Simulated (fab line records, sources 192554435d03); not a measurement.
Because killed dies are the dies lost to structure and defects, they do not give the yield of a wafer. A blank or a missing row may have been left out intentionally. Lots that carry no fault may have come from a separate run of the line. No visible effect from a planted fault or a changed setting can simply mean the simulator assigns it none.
fab line records | flow n5_finfet
record: lots: 5 wafers: 15 last_day: 18
route steps=1938 shown BEOL_M13@1704 BEOL_M14@1716
lots that met no fault: taken from a fault-free run of the same line
start_h: the number of hours between the record's first day and the start of the first shown wafer of the lot | wait_h: hours since the lot's step before | " same as the row above | L1.1+2: several wafers, shown together as one row | - either no value or no given start | * or withheld: withheld | < > ~ a bound
route shown NAME@n: names a module that has steps shown in the file, with the first one's number in the route | usual: average and standard deviation across the fault-free wafers | same: alike in all rows | chamber/n: place in a boat | sites: per-site readings | _std_site: the standard deviation of these | _edge_site: inner sites' mean taken away from outer sites' mean | radius_mm: how far each site lies from the wafer's centre | mask NAME#n: copy n | behind: the tool/chamber that last shaped the wafer | hold: why the lot went on hold/how many hours it stayed there/how the hold came to an end | device: the n, p or np transistor that did not switch | end of line: tests run on the same wafers once the route is complete | a step without rows: its recipe alone | killed: dies that structure and defects cost at the first sort, which is not the same as the wafer's yield | map: dies across one wafer; x = killed, . = not, _ = none there
set.NAME: setting as actually run; set.NAME@STEP: the setting as run at that earlier step | model.NAME: the simulator's own value behind a step, which no gauge read
certain route steps with their lots: each step a table, each wafer a row
services: from which hour (start_h, from the record's first day; less than 0 if before it) a tool's chamber was out of use, for how many hours, and why
== steps ==
step: N5_BEOL_M13_PRE_CLEAN_42
recipe: gas: H2/He time_s: 30 temp_c: 250
usual: heater_power_w: 317/35
same: time_s: 30
columns lot.wafer tool chamber start_h wait_h heater_power_w
L751.1 pvd_sputter-02 - 255.46 0.0 335
L751.2 " - " " 339
L751.6 " - " " 313
L756.1 pvd_sputter-02 - 289.51 0.0 336
L756.5 " - " " 329
L756.6 " - " " 360
L760.4 pvd_sputter-01 - 317.73 0.0 324
L760.5 " - " " 292
L760.6 " - " " 333
L770.2 pvd_sputter-01 - 373.65 0.0 290
L770.3 " - " " 319
L770.5 " - " " 290
L772.1 pvd_sputter-03 - 407.49 0.0 280
L772.3 " - " " 368
L772.4 " - " " 310
step: N5_BEOL_M13_SPUTTER_43
recipe: material: TaN target_thk_a: 150 temp_c: 50 bias_v: 168.6 power_w: 15000 chamber_pressure_pa: 0.12 time_s: 24.19
step: N5_BEOL_M13_SPUTTER_44
recipe: material: Ta target_thk_a: 100 temp_c: 50 bias_v: 80 power_w: 15000 chamber_pressure_pa: 0.07 time_s: 16.13
step: N5_BEOL_M13_SPUTTER_45
recipe: material: Cu target_thk_a: 800 temp_c: -20 bias_v: 60 power_w: 26000 chamber_pressure_pa: 0.13 time_s: 13.33
usual: chuck_gas_flow_sccm: 1.26/0.049 throttle_valve_pct: 29.9/0.78
same: time_s: 13.33
columns lot.wafer tool chamber start_h wait_h chuck_gas_flow_sccm throttle_valve_pct
L751.1 pvd_sputter-02 - 255.66 0.0 1.36 31.1
L751.2 " - " " 1.33 30.8
L751.6 " - " " 1.22 28.9
L756.1 pvd_sputter-02 - 289.71 0.0 1.38 30.6
L756.5 " - " " 1.29 30.7
L756.6 " - " " 1.38 27.9
L760.4 pvd_sputter-01 - 317.93 0.0 1.30 30.8
L760.5 " - " " 1.35 29.5
L760.6 " - " " 1.20 29.1
L770.2 pvd_sputter-01 - 373.85 0.0 1.27 29.6
L770.3 " - " " 1.24 30.9
L770.5 " - " " 1.27 29.5
L772.1 pvd_sputter-03 - 407.69 0.0 1.26 31.0
L772.3 " - " " 1.25 29.5
L772.4 " - " " 1.26 30.3
step: N5_BEOL_M13_ECD_47
recipe: material: Cu target_thk_a: 9360
step: N5_BEOL_M13_ANNEAL_48
recipe: temp_c: 225 time_s: 90 ambient: N2
step: N5_BEOL_M13_CMP_49
recipe: stop_on: SiOC t_overpolish_s: 17.1 down_force_psi: 1 platen_rpm: 50 clearing_platen_down_force_psi: 1.5 clearing_platen_rpm: 50 post_cmp_clean: cu_alkaline target_thk_nm: 420 clearing_platen_pad_velocity_m_s: 0.99484 pad_velocity_m_s: 0.99484
step: N5_BEOL_M13_THK_MEAS_50
recipe: thk_meas_gauge: xrf reads: Cu_of_BEOL_M13_ECD_47
usual: M13_THK: 422/7.3
columns lot.wafer tool chamber start_h wait_h M13_THK[nm]
L751.1 film_metro-02 - 256.54 - 424
L751.2 " - " " 423
L751.6 " - " " 425
L756.1 film_metro-01 - 291.17 - 414
L756.5 " - " " 419
L756.6 " - " " 420
L760.4 film_metro-01 - 318.82 - 415
L760.5 " - " " 424
L760.6 " - " " 430
L770.2 film_metro-01 - 374.73 - 422
L770.3 " - " " 410
L770.5 " - " " 407
L772.1 film_metro-01 - 408.56 - 411
L772.3 " - " " 421
L772.4 " - " " 414
step: N5_BEOL_M13_PRE_CLEAN_52
recipe: gas: NH3 time_s: 15 temp_c: withheld rf_power_w: 300
step: N5_BEOL_M13_DEP_53
recipe: material: SiCN target_thk_a: 500 temp_c: withheld precursor: 3MS/NH3 pressure_torr: 3 rf_w: 675 time_s: 17.8
usual: showerhead_plenum_p_Torr: 4.164/0.026 throttle_valve_pct: 18.1/0.68
same: time_s: 17.8
columns lot.wafer tool chamber start_h wait_h showerhead_plenum_p_Torr since_wet_clean_h throttle_valve_pct
L751.1 pecvd-01 1 256.60 0.0 4.136 1504 17.3
L751.2 " 0 " " 4.201 779 17.7
L751.6 " 2 " " 4.164 - 16.8
L756.1 pecvd-03 1 291.24 0.0 4.154 1720 18.9
L756.5 " 2 " " 4.157 - 17.5
L756.6 " 1 " " 4.168 - 19.1
L760.4 pecvd-02 0 318.89 0.0 4.176 - 18.6
L760.5 " 1 " " 4.193 - 18.9
L760.6 " 2 " " 4.126 - 18.2
L770.2 pecvd-02 1 374.79 0.0 4.198 1985 19.0
L770.3 " 2 " " 4.110 506 18.4
L770.5 " 2 " " 4.120 - 18.7
L772.1 pecvd-02 2 408.62 0.0 4.119 540 18.4
L772.3 " 0 " " 4.172 1294 18.5
L772.4 " 2 " " 4.126 - 18.6
step: N5_BEOL_M13_RS_MEAS_54
recipe: thk_meas_gauge: four-point-probe reads: Cu_of_BEOL_M13_ECD_47+Ta_of_BEOL_M13_SPUTTER_44+TaN_of_BEOL_M13_SPUTTER_43
usual: M13_RS: 0.0450/0.00073
columns lot.wafer tool chamber start_h wait_h M13_RS[ohm/sq]
L751.1 film_metro-02 - 256.66 0.0 0.0454
L751.2 " - " " 0.0454
L751.6 " - " " 0.0453
L756.1 film_metro-01 - 291.30 0.0 0.0452
L756.5 " - " " 0.0448
L756.6 " - " " 0.0444
L760.4 film_metro-01 - 318.95 0.0 0.0457
L760.5 " - " " 0.0447
L760.6 " - " " 0.0441
L770.2 film_metro-02 - 374.86 0.1 0.0445
L770.3 " - " " 0.0459
L770.5 " - " " 0.0460
L772.1 film_metro-01 - 408.69 0.0 0.0465
L772.3 " - " " 0.0451
L772.4 " - " " 0.0460
step: N5_BEOL_M13_INSPECT_55
recipe: inspect_instrument: darkfield mode: post_dep
usual: raw_defect_count: 69/26
columns lot.wafer tool chamber start_h wait_h raw_defect_count
L751.1 defect_inspect-01 - 256.69 0.0 80
L751.2 " - " " 78
L751.6 " - " " 72
L756.1 defect_inspect-02 - 291.33 0.0 94
L756.5 " - " " 72
L756.6 " - " " 142
L760.4 defect_inspect-01 - 318.97 0.0 41
L760.5 " - " " 35
L760.6 " - " " 52
L770.2 defect_inspect-01 - 374.88 0.0 79
L770.3 " - " " 73
L770.5 " - " " 66
L772.1 defect_inspect-01 - 408.71 0.0 58
L772.3 " - " " 50
L772.4 " - " " 52
step: N5_BEOL_M14_ILD_DEP_00
recipe: material: SiO2 target_thk_a: 11193 temp_c: 400 precursor: TEOS/O2 pressure_torr: 6.5 rf_w: 900 teos_flow_sccm: 161.4 gas: O2 flow_sccm: 2650 time_s: 237.4
usual: heater_power_w: 635/130 run_length_s: 280.3/0.74 showerhead_plenum_p_Torr: 8.39/0.045 throttle_valve_pct: 18.4/0.42
columns lot.wafer tool chamber start_h wait_h heater_power_w run_length_s showerhead_plenum_p_Torr since_wet_clean_h throttle_valve_pct model.SiO2_of_BEOL_M14_ILD_DEP_00.thk_nm
L751.1 pecvd-04 0 256.73 0.0 577 279.7 8.40 1323 18.9 1103
L751.2 " 2 " " 696 279.9 8.43 569 18.1 1117
L751.6 " 1 " " 706 281.6 8.37 - 18.5 1120
L756.1 pecvd-04 1 291.37 0.0 792 281.4 8.38 2083 18.1 1094
L756.5 " 0 " " 632 279.9 8.39 - 18.8 1123
L756.6 " 1 " " 598 281.9 8.36 - 18.6 1114
L760.4 pecvd-04 2 319.09 0.1 856 280.0 8.44 - 18.3 1124
L760.5 " 0 " " 599 279.5 8.40 - 18.8 1124
L760.6 " 1 " " 758 176.7 8.35 - 18.5 637.2
L770.2 pecvd-03 2 374.92 0.0 484 279.3 8.36 325 17.8 1105
L770.3 " 1 " " 546 281.4 8.36 1804 19.4 1081
L770.5 " 2 " " 542 279.3 8.34 - 18.3 1110
L772.1 pecvd-04 0 408.75 0.0 590 279.6 8.42 1475 18.5 1109
L772.3 " 0 " " 473 279.6 8.39 - 18.6 1128
L772.4 " 2 " " 862 279.9 8.46 - 18.5 1145
step: N5_BEOL_M14_THK_MEAS_01
recipe: reads: SiO2_of_BEOL_M14_ILD_DEP_00
usual: M14_ILD_THK: 1115/17
columns lot.wafer tool chamber start_h wait_h M14_ILD_THK[nm]
L751.1 film_metro-02 - 256.92 0.1 1102
L751.2 " - " " 1117
L751.6 " - " " 1120
L756.1 film_metro-02 - 291.56 0.1 1093
L756.5 " - " " 1124
L756.6 " - " " 1114
L760.4 film_metro-02 - 319.20 0.0 1125
L760.5 " - " " 1124
L760.6 " - " " 638
L770.2 film_metro-02 - 375.11 0.1 1105
L770.3 " - " " 1081
L770.5 " - " " 1109
L772.1 film_metro-01 - 409.02 0.2 1109
L772.3 " - " " 1129
L772.4 " - " " 1146
step: N5_BEOL_M14_COAT_58
recipe: resist: BARC temp_c: 205 time_s: 60 spin_rpm: 1500 resist_thk_nm: 89
step: N5_BEOL_M14_COAT_04
recipe: spin_rpm: 1704 resist_thk_nm: 800
step: N5_BEOL_M14_EBR_06
recipe: solvent: PGMEA ebr_width_mm: 1.5
step: N5_BEOL_M14_SOFTBAKE_05
recipe: temp_c: 130 time_s: 60
step: N5_BEOL_M14_EXPOSE_07
recipe: mask_id: V13 na: 0.8 source_shape: annular sigma_inner: 0.5 sigma_outer: 0.8 polarization: unpolarized attpsm_phase_deg: 180 dose_mj: 57
step: N5_BEOL_M14_PEB_08
recipe: peb_temp_c: 130 peb_time_s: 90
step: N5_BEOL_M14_DEVELOP_09
recipe: develop_time_s: 45 rinse_liquid: diw dry: air_spin dev_temp_c: 21
step: N5_BEOL_M14_HARDBAKE_14
recipe: temp_c: 130 time_s: 120
step: N5_BEOL_M14_CD_MEAS_10
recipe: target_cd_nm: 250 landing_energy_ev: 500 detector: se_inlens polarity: opening
usual: cd_nm: 249.2/2.7
columns lot.wafer tool chamber start_h wait_h cd_nm
L751.1 cd_sem-02 0 257.35 - 252.2
L751.2 " 0 " " 251.8
L751.6 " 0 " " 248.6
L756.1 cd_sem-01 0 291.86 - 251.0
L756.5 " 0 " " 247.7
L756.6 " 0 " " 251.7
L760.4 cd_sem-03 0 319.51 - 251.0
L760.5 " 0 " " 252.4
L760.6 " 0 " " 253.4
L770.2 cd_sem-03 0 375.54 - 248.0
L770.3 " 0 " " 242.9
L770.5 " 0 " " 248.1
L772.1 cd_sem-03 0 409.32 - 248.4
L772.3 " 0 " " 248.7
L772.4 " 0 " " 248.6
step: N5_BEOL_M14_OVL_MEAS_11
recipe: points_per_wafer: 44
usual: V13_OVL: -5/5.3
columns lot.wafer tool chamber start_h wait_h V13_OVL[nm]
L751.1 overlay-02 0 257.38 0.0 -3
L751.2 " 0 " " -13
L751.6 " 0 " " -9
L756.1 overlay-02 0 291.89 0.0 -13
L756.5 " 0 " " -16
L756.6 " 0 " " -1
L760.4 overlay-01 0 319.53 0.0 -9
L760.5 " 0 " " -15
L760.6 " 0 " " -8
L770.2 overlay-02 0 375.57 0.0 -9
L770.3 " 0 " " -3
L770.5 " 0 " " 0
L772.1 overlay-02 0 409.35 0.0 -3
L772.3 " 0 " " 0
L772.4 " 0 " " 2
step: N5_BEOL_M14_INSPECT_12
recipe: mode: adi inspect_instrument: macro
usual: raw_defect_count: 1.9/1.2
columns lot.wafer tool chamber start_h wait_h raw_defect_count
L751.1 defect_inspect-02 - 257.40 0.0 3
L751.2 " - " " 0
L751.6 " - " " 4
L756.1 defect_inspect-01 - 291.92 0.0 0
L756.5 " - " " 1
L756.6 " - " " 0
L760.4 defect_inspect-02 - 319.56 0.0 1
L760.5 " - " " 3
L760.6 " - " " 2
L770.2 defect_inspect-01 - 375.60 0.0 2
L770.3 " - " " 1
L770.5 " - " " 2
L772.1 defect_inspect-01 - 409.38 0.0 2
L772.3 " - " " 2
L772.4 " - " " 2
step: N5_BEOL_M14_DESCUM_15
recipe: chemistry: O2 time_s: 7.9 source_power_w: 50 bias_power_w: 20 pressure_mtorr: 20 rf_frequency_hz: 2.712e+07 temp_c: 40 o2_flow_sccm: 225
step: N5_BEOL_M14_ETCH_59
recipe: chemistry: N2/H2 target: BARC target_depth_a: 890 overetch_a: 267 time_s: 67.9 ion_energy_ev: 200 pressure_mtorr: 30 source_w: 840 bias_w: 150 n2_flow_sccm: 200 h2_flow_sccm: 200
usual: drypump_motor_current_A: 5.4/0.41 oes_product_au: 0.68/0.051 rf_vpp_V: 524.9/2.3 showerhead_plenum_p_Torr: 2.59/0.081 throttle_valve_pct: 17.9/0.3
same: time_s: 67.9
columns lot.wafer tool chamber start_h wait_h drypump_motor_current_A oes_product_au rf_hours_counter_h rf_vpp_V showerhead_plenum_p_Torr throttle_valve_pct
L751.1 rie_diel-02 0 257.47 0.0 4.9 0.64 177 522.4 2.55 18.0
L751.2 " 1 " " 5.0 0.68 124 525.3 2.68 18.0
L751.6 " 0 " " 4.9 0.64 - 524.1 2.55 18.0
L756.1 rie_diel-01 0 292.07 0.0 6.1 0.79 23 529.8 2.71 17.8
L756.5 " 3 " " 5.7 0.63 - 523.4 2.53 18.3
L756.6 " 0 " " 6.0 0.78 - 528.1 2.71 17.8
L760.4 rie_diel-01 1 319.63 0.0 5.7 0.69 77 526.8 2.69 18.3
L760.5 " 0 " " 6.0 0.76 - 527.0 2.71 17.8
L760.6 " 1 " " 5.7 0.69 - 527.7 2.69 18.3
L770.2 rie_diel-05 3 375.66 0.0 5.1 0.67 148 523.8 2.57 18.3
L770.3 " 0 " " 5.4 0.68 119 520.8 2.43 18.1
L770.5 " 2 " " 5.2 0.74 - 524.4 2.60 17.7
L772.1 rie_diel-01 3 409.56 0.0 5.7 0.60 202 523.9 2.52 18.4
L772.3 " 2 " " 5.2 0.63 169 524.6 2.55 17.7
L772.4 " 0 " " 6.0 0.73 62 529.7 2.69 17.8
step: N5_BEOL_M14_VIA_ETCH_16
recipe: chemistry: C4F8/O2/Ar target: SiO2 he_inner_torr: 15 he_outer_torr: 30 target_depth_a: 12313 time_s: withheld ion_energy_ev: 800 pressure_mtorr: 20 source_w: 1905 bias_w: 2040 Ar_flow_sccm: 400 C4F8_flow_sccm: 16 O2_flow_sccm: 12 ends: cleared
usual: C4F8_flow_sccm: 16.00/0.048 drypump_motor_current_A: 5.4/0.41 oes_product_au: 0.71/0.059 rf_vpp_V: 2248/40 showerhead_plenum_p_Torr: 3.49/0.1 throttle_valve_pct: 30.9/0.34
columns lot.wafer tool chamber start_h wait_h C4F8_flow_sccm drypump_motor_current_A oes_product_au rf_vpp_V showerhead_plenum_p_Torr throttle_valve_pct model.etch.depth_nm model.coat_of_BEOL_M14_COAT_04.thk_nm
L751.1 rie_diel-02 0 257.52 0.0 15.99 4.9 0.67 2289 3.39 30.6 1103 457
L751.2 " 1 " " 15.97 5.0 0.68 2229 3.62 31.1 1117 456.8
L751.6 " 0 " " 16.10 4.9 0.67 2286 3.39 30.6 1120 451.6
L756.1 rie_diel-01 0 292.12 0.0 16.05 6.0 0.84 2297 3.61 30.5 1094 457.6
L756.5 " 3 " " 16.02 5.7 0.65 2205 3.44 31.3 1123 450.6
L756.6 " 0 " " 16.05 6.1 0.84 2297 3.61 30.5 1114 452.8
L760.4 rie_diel-01 1 319.68 0.0 16.01 5.7 0.73 2277 3.62 31.2 1124 456
L760.5 " 0 " " 16.06 6.0 0.82 2298 3.60 30.5 1124 451.6
L760.6 " 1 " " 16.02 5.7 0.72 2277 3.62 31.2 637.2 572.2
L770.2 rie_diel-05 3 375.72 0.0 15.97 5.1 0.68 2267 3.42 30.9 1105 457.6
L770.3 " 0 " " 16.05 5.4 0.72 2191 3.32 31.2 1081 460.6
L770.5 " 2 " " 16.05 5.2 0.77 2233 3.47 30.5 1110 456
L772.1 rie_diel-01 3 409.61 0.0 15.98 5.7 0.63 2202 3.42 31.3 1109 456.2
L772.3 " 2 " " 16.08 5.2 0.65 2254 3.41 30.5 1128 462.6
L772.4 " 0 " " 16.01 6.0 0.78 2296 3.58 30.5 1145 447.4
step: N5_BEOL_M14_STRIP_63
recipe: chemistry: O2 power_w: 600 temp_c: 60 pressure_mtorr: 30 rf_frequency_hz: 6e+07 bias_power_w: 0 overash_fraction: 0.3 o2_flow_sccm: 225
step: N5_BEOL_M14_STRIP_64
recipe: chemistry: O2 power_w: 600 temp_c: 60 pressure_mtorr: 30 rf_frequency_hz: 6e+07 bias_power_w: 0 overash_fraction: 0.3 o2_flow_sccm: 225
usual: drypump_motor_current_A: 5.4/0.41 oes_product_au: 0.79/0.064 rf_vpp_V: 3.6/0.48 showerhead_plenum_p_Torr: 2.13/0.068 throttle_valve_pct: 16.68/0.23
columns lot.wafer tool chamber start_h wait_h drypump_motor_current_A oes_product_au rf_hours_counter_h rf_vpp_V showerhead_plenum_p_Torr throttle_valve_pct
L751.1 rie_diel-02 0 - - 4.9 0.76 177 4.1 2.09 16.64
L751.2 " 1 " " 5.0 0.77 124 3.5 2.22 16.76
L751.6 " 0 " " 4.8 0.76 - 3.2 2.09 16.64
L756.1 rie_diel-01 0 - - 6.1 0.92 23 4.3 2.21 16.41
L756.5 " 3 " " 5.7 0.74 - 3.8 2.10 17.06
L756.6 " 0 " " 6.0 0.93 - 2.7 2.21 16.40
L760.4 rie_diel-01 1 - - 5.7 0.81 77 3.7 2.21 16.91
L760.5 " 0 " " 6.0 0.91 - 3.9 2.20 16.42
L760.6 " 1 " " 5.7 0.81 - 3.3 2.21 16.91
L770.2 rie_diel-05 3 - - 5.1 0.78 148 3.5 2.11 16.93
L770.3 " 0 " " 5.4 0.79 119 3.9 2.01 16.76
L770.5 " 2 " " 5.2 0.87 - 3.7 2.14 16.38
L772.1 rie_diel-01 3 - - 5.7 0.71 203 4.2 2.08 17.12
L772.3 " 2 " " 5.2 0.73 169 3.0 2.07 16.35
L772.4 " 0 " " 6.0 0.86 63 3.7 2.19 16.47
step: N5_BEOL_M14_STRIP_71
recipe: chemistry: post_etch_residue_remover time_s: 60 temp_c: 25 remover_ph: withheld remover_water_wt_pct: withheld remover_fluoride_wt_pct: withheld
step: N5_BEOL_M14_SRD_72
recipe: time_s: 30 temp_c: 23 rinse_liquid: diw dry: n2_spin spin_rpm: 1500 dry_time_s: 30
step: N5_BEOL_M14_CD_MEAS_17
recipe: target_cd_nm: 250 polarity: opening
usual: cd_nm: 249/3.2
columns lot.wafer tool chamber start_h wait_h cd_nm
L751.1 cd_sem-03 - 257.87 0.0 251
L751.2 " - " " 252
L751.6 " - " " 247
L756.1 cd_sem-03 - 292.47 0.0 254
L756.5 " - " " 247
L756.6 " - " " 254
L760.4 cd_sem-01 - 320.03 0.0 251
L760.5 " - " " 254
L760.6 " - " " 249
L770.2 cd_sem-01 - 376.07 0.0 246
L770.3 " - " " 245
L770.5 " - " " 248
L772.1 cd_sem-01 - 409.96 0.0 248
L772.3 " - " " 248
L772.4 " - " " 250
step: N5_BEOL_M14_COAT_65
recipe: resist: SOC temp_c: 250 time_s: 60 spin_rpm: 1500 resist_thk_nm: 450
step: N5_BEOL_M14_COAT_66
recipe: resist: SiARC temp_c: 220 time_s: 60 spin_rpm: 1500 resist_thk_nm: 110
step: N5_BEOL_M14_COAT_22
recipe: spin_rpm: 2888 resist_thk_nm: 300
step: N5_BEOL_M14_EBR_24
recipe: solvent: PGMEA ebr_width_mm: 1.5
step: N5_BEOL_M14_SOFTBAKE_23
recipe: temp_c: 130 time_s: 60
step: N5_BEOL_M14_EXPOSE_25
recipe: mask_id: M14 na: 0.8 source_shape: annular sigma_inner: 0.5 sigma_outer: 0.8 polarization: unpolarized target_cd_nm: 280 dose_mj: 26.6
step: N5_BEOL_M14_PEB_26
recipe: peb_temp_c: 130 peb_time_s: 90
step: N5_BEOL_M14_DEVELOP_27
recipe: develop_time_s: 45 rinse_liquid: diw dry: air_spin dev_temp_c: 21
step: N5_BEOL_M14_HARDBAKE_32
recipe: temp_c: 130 time_s: 120
step: N5_BEOL_M14_CMP_49
recipe: stop_on: SiO2 t_overpolish_s: 5.2 down_force_psi: 2 platen_rpm: 80 clearing_platen_down_force_psi: 2 clearing_platen_rpm: 80 post_cmp_clean: cu_alkaline target_thk_nm: 560 clearing_platen_pad_velocity_m_s: 1.5917 pad_velocity_m_s: 1.5917
usual: motor_current_A: 8.0/0.84 pad_life_wafers: 1138/620
columns lot.wafer tool chamber start_h wait_h motor_current_A pad_life_wafers model.SiO2_of_BEOL_M14_ILD_DEP_00.thk_nm
L751.2 cmp-04 1 264.26 0.3 8.8 1862 1039
L751.1 " 2 " " 6.8 1863 1022
L751.6 " 3 " " 8.6 - 1040
L756.1 cmp-04 1 296.38 0.3 8.7 50 1015
L756.6 " 3 " " 8.4 - 1034
L756.5 " 0 " " 7.4 - 1044
L760.4 cmp-01 1 322.75 0.1 6.9 1620 1047
L760.6 " 1 " " 6.6 - 559.6
L760.5 " 2 " " 8.5 - 1050
L770.2 cmp-01 2 379.16 0.2 8.9 2083 1028
L770.3 " 0 " " 7.3 2085 1006
L770.5 " 2 " " 8.9 - 1035
L772.4 cmp-02 2 414.84 0.1 7.8 1314 1068
L772.3 " 3 " " 7.2 1315 1044
L772.1 " 0 " " 9.5 1316 1029
== services ==
columns tool chamber start_h hours kind
pecvd-02 - 239.60 1.0 repair
cmp-01 - 259.16 1.2 repair
cmp-04 - 263.30 0.7 repair
rie_diel-05 3 264.39 4.8 repair
rie_diel-05 - 272.79 2.8 pm
cmp-01 - 281.15 0.8 repair
cmp-04 - 285.55 4.0 pm
rie_diel-01 1 293.56 7.0 repair
rie_diel-05 0 301.41 5.1 repair
pvd_sputter-02 - 305.99 6.3 repair
rie_diel-02 2 322.94 2.0 repair
pecvd-04 - 350.50 5.5 pm
pvd_sputter-02 - 359.20 3.8 repair
pecvd-04 - 359.46 1.0 repair
rie_diel-05 0 366.04 5.1 repair
pecvd-04 - 370.94 11.4 repair
rie_diel-01 - 373.38 0.9 repair
cmp-01 - 386.17 4.0 pm
cmp-04 - 392.10 5.1 pm
cmp-01 - 398.81 3.7 pm
cmp-01 - 403.47 6.0 repair
cmp-04 - 411.58 5.5 pm
cmp-01 - 412.12 1.0 repair
pvd_sputter-03 - 413.79 4.6 repair
== key ==
first_sign: step: N5_BEOL_M14_ILD_DEP_00 reading: run_length_s direction: down sigmas: 99+ usual: * struck: *
effect: step: N5_BEOL_M14_THK_MEAS_01 reading: M14_ILD_THK direction: down sigmas: 29 usual: 1115 struck: 638
model_effect: step: N5_BEOL_M14_ILD_DEP_00 value: SiO2_of_BEOL_M14_ILD_DEP_00.thk_nm without: 1132 struck: 637.2
model_effect: step: N5_BEOL_M14_VIA_ETCH_16 value: etch.depth_nm without: 1132 struck: 637.2
model_effect: step: N5_BEOL_M14_CMP_49 value: SiO2_of_BEOL_M14_ILD_DEP_00.thk_nm without: 1054 struck: 559.6
met_at N5_BEOL_M14_ILD_DEP_00
struck_wafers L760.6
onset_between 291.37 319.09
fault: kind: process_parameter_drift tool: pecvd-04 chamber: - onset_h: 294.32 steps: N5_BEOL_M14_ILD_DEP_00 channel: time_s offset: * shape: step end_h: 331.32 scope: struck_wafers_only acts_in: * stated: *
